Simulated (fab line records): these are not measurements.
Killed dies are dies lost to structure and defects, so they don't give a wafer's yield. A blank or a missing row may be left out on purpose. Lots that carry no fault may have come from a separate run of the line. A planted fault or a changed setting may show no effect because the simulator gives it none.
fab line records -- flow n5_finfet
record lots=3, wafers=9, last_day=15
route steps=1938 shown MOL_CONTACT_COAG@629 BEOL_M0_SAQP@632 PASSIVATION@1936
lots that met no fault: taken from a fault-free run of the same line
start_h: the number of hours between the record's first day and the start of the first shown wafer of the lot -- wait_h: hours since the lot's step before -- " as in the row above -- L1.1+2: several wafers, shown together as one row -- - no value, or no start given -- * or withheld: withheld -- < > ~ a bound
route shown NAME@n: names a module that has steps shown in the file, with the first one's number in the route -- usual: mean/standard deviation of fault-free wafers -- same: alike in all rows -- chamber/n: place in a boat -- sites: readings site by site -- _std_site: how widely they spread, as a standard deviation -- _edge_site: the outer-site mean with the inner-site mean subtracted -- radius_mm: how far each site lies from the wafer's centre -- mask NAME#n: copy n -- behind: tool/chamber where the wafer was last shaped -- hold: why the lot went on hold/how many hours it stayed there/how the hold came to an end -- device: names the non-switching transistor (n, p or np) -- end of line: tests run on the same wafers once the route is complete -- a step with no rows: only its recipe -- killed: dies that structure and defects cost at the first sort, which is not the same as the wafer's yield -- map: the dies of a wafer, with x for killed, . for not killed, _ for no die there
set.NAME: the setting that was run; set.NAME@STEP: the one run at that earlier step -- model.NAME: the simulator's own value behind a step, which no gauge read
a table for each step, a row for each wafer; lots at some steps of the route
services: from which hour (start_h, from the record's first day; less than 0 if before it) a tool's chamber was out of use, for how many hours, and why
## steps
# step N5_MOL_CONTACT_COAG_ANNEAL_112
# recipe temp_c=400, time_s=1800, ambient=HPD2, pressure_atm=10
# step N5_BEOL_M0_SAQP_PECVD_00
# recipe material=SiCN, target_thk_a=80, temp_c=withheld, precursor=3MS/NH3, pressure_torr=3, rf_w=202, time_s=14
# step N5_BEOL_M0_SAQP_ILD_DEP_01
# recipe material=SiOC, target_thk_a=454.19, temp_c=350, precursor=DEMS/O2, pressure_torr=5, rf_w=500, time_s=8.7
# step N5_BEOL_M0_SAQP_HM_DEP_02
# recipe material=TiN, target_thk_a=120, temp_c=25, chamber_pressure_pa=0.49996
# step N5_BEOL_M0_SAQP_PECVD_03
# recipe material=SiCN, target_thk_a=120, temp_c=withheld, precursor=3MS/NH3, pressure_torr=3, rf_w=202, time_s=21.1
# step N5_BEOL_M0_SAQP_PECVD_96
# recipe material=a-Si, target_thk_a=450, temp_c=350, precursor=SiH4/He, pressure_torr=3, rf_w=100, time_s=45.2
# step N5_BEOL_M0_SAQP_PECVD_97
# recipe material=SiNx, target_thk_a=230, temp_c=350, precursor=SiH4/NH3/N2, pressure_torr=1.5, rf_w=300, time_s=19.9
# step N5_BEOL_M0_SAQP_PECVD_04
# recipe material=a-Si, target_thk_a=600, temp_c=350, precursor=SiH4/He, pressure_torr=3, rf_w=100, time_s=60.2
# step N5_BEOL_M0_SAQP_HM_DEP_111
# recipe material=SiO2, target_thk_a=120, temp_c=400, precursor=SiH4/N2O, pressure_torr=0.75, rf_w=275, time_s=7.2
# usual heater_power_outer_w=478/52, heater_power_w=790/100, showerhead_plenum_p_Torr=8.20/0.074
# same time_s=7.2
lot.wafer,tool,chamber,start_h,wait_h,heater_power_outer_w,heater_power_w,showerhead_plenum_p_Torr
L358.1,pecvd-01,1,132.35,0.0,465,696,8.23
L358.2,pecvd-01,2,132.35,0.0,551,949,8.24
L358.3,pecvd-01,2,132.35,0.0,545,953,8.23
L360.1,pecvd-04,2,140.05,0.0,418,733,8.27
L360.3,pecvd-04,0,140.05,0.0,507,715,8.21
L360.4,pecvd-04,0,140.05,0.0,510,712,8.23
L365.2,pecvd-04,1,170.19,0.0,446,716,8.16
L365.5,pecvd-04,2,170.19,0.0,385,667,8.25
L365.6,pecvd-04,1,170.19,0.0,437,706,8.17
# step N5_BEOL_M0_SAQP_COAT_81
# recipe resist=SOC, temp_c=250, time_s=60, spin_rpm=1500, resist_thk_nm=100
# step N5_BEOL_M0_SAQP_COAT_82
# recipe resist=SiARC, temp_c=220, time_s=60, spin_rpm=1500, resist_thk_nm=30
# step N5_BEOL_M0_SAQP_COAT_08
# recipe resist=CAR-ArF, spin_rpm=1500, resist_thk_nm=90
# step N5_BEOL_M0_SAQP_EBR_10
# recipe solvent=PGMEA, ebr_width_mm=1.5
# step N5_BEOL_M0_SAQP_SOFTBAKE_09
# recipe temp_c=110, time_s=60, resist=CAR-ArF
# step N5_BEOL_M0_SAQP_EXPOSE_11
# recipe mask_id=M0_CORE, na=1.35, source_shape=dipole, sigma_inner=0.538, sigma_outer=0.738, polarization=te, target_cd_nm=42, dose_mj=55
# step N5_BEOL_M0_SAQP_PEB_12
# recipe peb_temp_c=withheld, peb_time_s=60, resist=CAR-ArF
# step N5_BEOL_M0_SAQP_DEVELOP_13
# recipe develop_time_s=30, developer=TMAH, resist=CAR-ArF, dev_temp_c=23, rinse_liquid=diw, dry=air_spin
# step N5_BEOL_M0_SAQP_DESCUM_19
# recipe chemistry=O2, time_s=7.9, source_power_w=50, bias_power_w=20, pressure_mtorr=20, rf_frequency_hz=2.712e+07, temp_c=40, resist=CAR-ArF, o2_flow_sccm=225
# step N5_BEOL_M0_SAQP_ETCH_83
# recipe chemistry=CF4, target=SiARC, target_depth_a=390, mask_material=CAR-ArF, time_s=65, ion_energy_ev=80, pressure_mtorr=40, source_w=545, bias_w=36, Ar_flow_sccm=100, cf4_flow_sccm=100, ends=cleared
# step N5_BEOL_M0_SAQP_ETCH_84
# recipe chemistry=N2/H2, target=SOC, target_depth_a=1000, overetch_a=200, mask_material=SiARC, temp_c=40, time_s=150, ion_energy_ev=200, pressure_mtorr=30, source_w=840, bias_w=150, n2_flow_sccm=200, h2_flow_sccm=200
# step N5_BEOL_M0_SAQP_STRIP_80
# recipe chemistry=N2/H2, temp_c=40, n2_flow_sccm=200, h2_flow_sccm=200, rf_frequency_hz=6e+07
# step N5_BEOL_M0_SAQP_HM_OPEN_112
# recipe chemistry=CHF3/O2, target=SiO2, stop_on=a-Si, target_depth_a=120, over_etch_frac=1.25, mask_material=SOC, time_s=13.5, pressure_mtorr=30, source_w=650, bias_w=170, Ar_flow_sccm=200, CHF3_flow_sccm=50, O2_flow_sccm=5, ion_energy_ev=200, ends=end_point
# step N5_BEOL_M0_SAQP_STRIP_113
# recipe chemistry=CHF3/O2, resist=SiARC, rf_frequency_hz=6e+07
# step N5_BEOL_M0_SAQP_MANDREL_ETCH_20
# recipe target_depth_a=600, chemistry=HBr/Cl2, target=a-Si, stop_on=SiNx, bt_time_s=10, mask_material=SOC, over_etch_frac=0.5, time_s=30, pressure_mtorr=10, icp_w=800, bias_w=75, HBr_flow_sccm=150, Cl2_flow_sccm=80, ends=end_point
# step N5_BEOL_M0_SAQP_STRIP_86
# recipe chemistry=N2/H2, power_w=500, temp_c=40, pressure_mtorr=50, rf_frequency_hz=6e+07, overash_fraction=0.3, bias_power_w=28, h2_frac=0.5, n2_flow_sccm=300, h2_flow_sccm=300
# step N5_BEOL_M0_SAQP_STRIP_115
# recipe chemistry=post_etch_residue_remover, time_s=60, temp_c=25, remover_ph=withheld, remover_water_wt_pct=withheld, remover_fluoride_wt_pct=withheld
# step N5_BEOL_M0_SAQP_SRD_93
# recipe dry=ipa_marangoni, time_s=30, temp_c=23, rinse_liquid=diw
# step N5_BEOL_M0_SAQP_RECESS_114
# recipe chemistry=HF/NH3, target=SiO2, target_depth_a=144, afs_cycles=3, temp_c=30, sublimation_temp_c=180, sublimation_time_s=60
# step N5_BEOL_M0_SAQP_SPACER1_ALD_98
# recipe material=SiO2, target_thk_a=128, temp_c=300, ald_precursor_family=BDEAS, ald_co_reactant=O2-plasma, pulse_time_s=1, purge_time_s=2, co_reactant_purge_time_s=2, ald_cycles=138, pressure_torr=2
# step N5_BEOL_M0_SAQP_SPACER1_ETCHBACK_99
# recipe chemistry=CHF3/O2, mode=anisotropic_etchback, target=SiO2, target_depth_a=154, time_s=7.7, pressure_mtorr=30, source_w=650, bias_w=170, Ar_flow_sccm=200, CHF3_flow_sccm=50, O2_flow_sccm=5, ion_energy_ev=200
# step N5_BEOL_M0_SAQP_MANDREL1_REMOVE_100
# recipe chemistry=HBr/Cl2/O2, bt_time_s=10, target=a-Si, stop_on=SiNx, endpoint=OES-SiCl, over_etch_frac=0.85, icp_w=600, bias_w=30, HBr_flow_sccm=150, Cl2_flow_sccm=80, O2_flow_sccm=5, pressure_mtorr=10
# step N5_BEOL_M0_SAQP_ETCH_101
# recipe chemistry=CH3F/O2, target=SiNx, mask_material=SiO2, target_depth_a=299, time_s=42.7, pressure_mtorr=30, source_w=395, bias_w=73, Ar_flow_sccm=150, CH3F_flow_sccm=30, O2_flow_sccm=20, ion_energy_ev=120
# step N5_BEOL_M0_SAQP_ETCH_102
# recipe chemistry=CF4, target=SiO2, target_depth_a=40, ion_energy_ev=350, time_s=4.4, pressure_mtorr=10, icp_w=800, bias_w=400, cf4_flow_sccm=80
# step N5_BEOL_M0_SAQP_MANDREL_ETCH_103
# recipe chemistry=HBr/Cl2, target=a-Si, target_depth_a=450, bt_time_s=10, stop_on=SiCN, mask_material=SiO2, over_etch_frac=0.8, time_s=27, pressure_mtorr=10, icp_w=800, bias_w=75, HBr_flow_sccm=150, Cl2_flow_sccm=80, ends=end_point
# step N5_PASSIVATION_PROBE_49
# usual defect_limited_yield=91.3/1.3, killed_at_M0_to_M3=34/9.1, killed_at_M4_up=14/5.6, killed_at_contacts=13/5.9, killed_at_front_end=39/11, killed_at_other=3.6/3, killed_dies=102/16, killed_open=68/12, killed_short=33/7.3, sort_bin_5_function=5.2/0.89, sort_bin_6_memory=3.2/0.68, sort_n_pass=1078/16, sort_yield_pct=91.3/1.3
# same gross_dies=1180, killed_at_back_side=0, sort_bin_4_leakage[%]=0, sort_bin_8_speed[%]=0
lot.wafer,tool,chamber,start_h,wait_h,defect_limited_yield[%],killed_at_M0_to_M3,killed_at_M4_up,killed_at_contacts,killed_at_front_end,killed_at_other,killed_dies,killed_open,killed_short,sort_bin_5_function[%],sort_bin_6_memory[%],sort_n_pass,sort_yield_pct[%]
L365.2,prober-02,-,357.24,0.1,84.3,118,11,17,39,0,185,59,29,10.8,3.9,995,84.3
L365.5,prober-02,-,357.39,0.2,83.3,130,11,10,42,4,197,51,31,8.9,5.2,983,83.3
L365.6,prober-02,-,357.44,0.3,83.4,123,20,19,34,0,196,66,35,10.7,4.6,984,83.4
# killed by level:class
L365.2 BEOL_M0_SAQP:unspecified=94 MOL_CONTACT_COAG:geometric_particle:open=10 FIN_SAQP:geometric_particle:open=7 MOL_CONTACT_COAG:geometric_particle:short=7 FIN_SAQP:geometric_particle:short=5 BEOL_M0:geometric_particle:open=5 BEOL_M1:geometric_particle:open=5 BEOL_M4:geometric_particle:open=5
L365.5 BEOL_M0_SAQP:unspecified=103 HKMG_FIN:area_etch=11 FIN_SAQP:geometric_particle:open=10 FIN_SAQP:geometric_particle:short=9 MOL_CONTACT_COAG:geometric_particle:open=7 BEOL_M3:geometric_particle:open=7 BEOL_M0_SAQP:geometric_particle:open=6 BEOL_M0_SAQP:geometric_particle:short=4
L365.6 BEOL_M0_SAQP:unspecified=94 MOL_CONTACT_COAG:geometric_particle:open=16 BEOL_M4:geometric_particle:open=10 BEOL_M0_SAQP:geometric_particle:open=8 BEOL_M0_SAQP:geometric_particle:short=8 FIN_SAQP:geometric_particle:open=7 FIN_SAQP:geometric_particle:short=5 STI_FIN_REVEAL:geometric_particle:open=5
# map L365.5 (x killed, . not)
_________________.x..........________________
______________.................._____________
___________...............x..x.x...__________
__________......................x..._________
________........x...x.............x..._______
_______..........x.....................______
______.....x......................x....._____
_____.....x......x..........x.....x...x..____
____..................xxx....x............___
___.............xx...x....x...x....x.......__
___...............x.........x...........x..__
__........................x........x........_
__..............x.....x...x................._
_x...................x.x................x....
_.x.....x...xxx...x.x..................x.....
_..........x............xxx....x......x......
_.........x...x.xx..........x................
_.....................x..x..x..........x.x...
_.x..x.x...........x.x..x.....xx.............
_..x..................xx..xx.xxxx.x.......x..
_..........x............x.xxxxx..x...........
__....................x..xxxxxx.xx....x....x_
__....................xx...xxxxxxx..x...x..._
___..................xx.xxxxxxxxx.x........__
___.x..x.x.............xxxxxxxxxxx...x.....__
____.......x.........x..xxxxxxxxxxxx.....x___
_____...x......x...x...x.xxxxxxxxxxx.....____
______...x............x..xxx.xxx.x..x..._____
_______...............x...xxxxxxx......______
________................xx.x.xxx.x.x.._______
__________....................x....._________
___________...........x.....x......__________
______________.................._____________
_________________............________________
# map L360.4 (x killed, . not)
_________________x......x....________________
______________......x......x...._____________
___________.........x.............x__________
__________..x.............x........._________
________...x.........xx..x.x.........x_______
_______.x.........x.x...x..............______
______xx......................xx........_____
_____..x.......x.....x..............x....____
____........x.............................___
___x..x......x.............................__
___..x..........xxx...................xx...__
__....................x.x....xx.x...x......._
__.........x..........x......x..x........x.._
_...x............x.....xxx...........x.......
_..........x....x...........x..............x.
_..x....................x.....x.....x........
_........x.................x...........x.....
_.................................x..........
_......................x....x.x..............
_....x..............x......xx...........x....
_...........x.x.......x........x.............
__....................x.........x..........._
__..........x...........................x..._
___.............x.....x....................__
___..........x..x.........................x__
____.x............x.x.x...................___
_____...x...................x...x...x....____
______.x.x.........x.....x.......x......_____
_______.......................x.x......______
________......x....x.............x...._______
__________.........................._________
___________.....x.........x...x....__________
______________.................._____________
_________________............________________
## services
tool,chamber,start_h,hours,kind
pecvd-01,0,129.09,5.5,scheduled_down
pecvd-01,2,144.75,2.1,scheduled_down
pecvd-04,0,166.88,4.2,repair
pecvd-01,2,168.49,5.0,scheduled_down
## key
first_sign step=N5_PASSIVATION_PROBE_49, reading=killed_at_M0_to_M3, direction=up, sigmas=9.9, usual=34, struck=124
effect step=N5_PASSIVATION_PROBE_49, reading=defect_limited_yield, direction=down, sigmas=5.8, usual=91.3, struck=83.7
more_kills_born_at N5_BEOL_M0_SAQP_HM_DEP_111@pecvd-04=291
met_at N5_BEOL_M0_SAQP_HM_DEP_111
struck_wafers L365.2,L365.5,L365.6
baseline_loss step=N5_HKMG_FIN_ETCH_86, wafers=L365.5
onset_between 140.05 170.19
also_fits time
earlier_fault kind=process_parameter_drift, tool=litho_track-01, chamber=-, onset_h=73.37, steps=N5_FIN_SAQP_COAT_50, channel=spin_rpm, offset=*, shape=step, acts_in=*, stated=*
fault kind=chamber_particle_source, tool=pecvd-04, chamber=-, onset_h=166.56, steps=N5_BEOL_M0_SAQP_HM_DEP_111, rate_per_visit_cm2=0.41744
# baseline_loss: these wafers lose ten dies or more at that step, a loss of the line's own and not of a fault; the sort's usual values leave them out
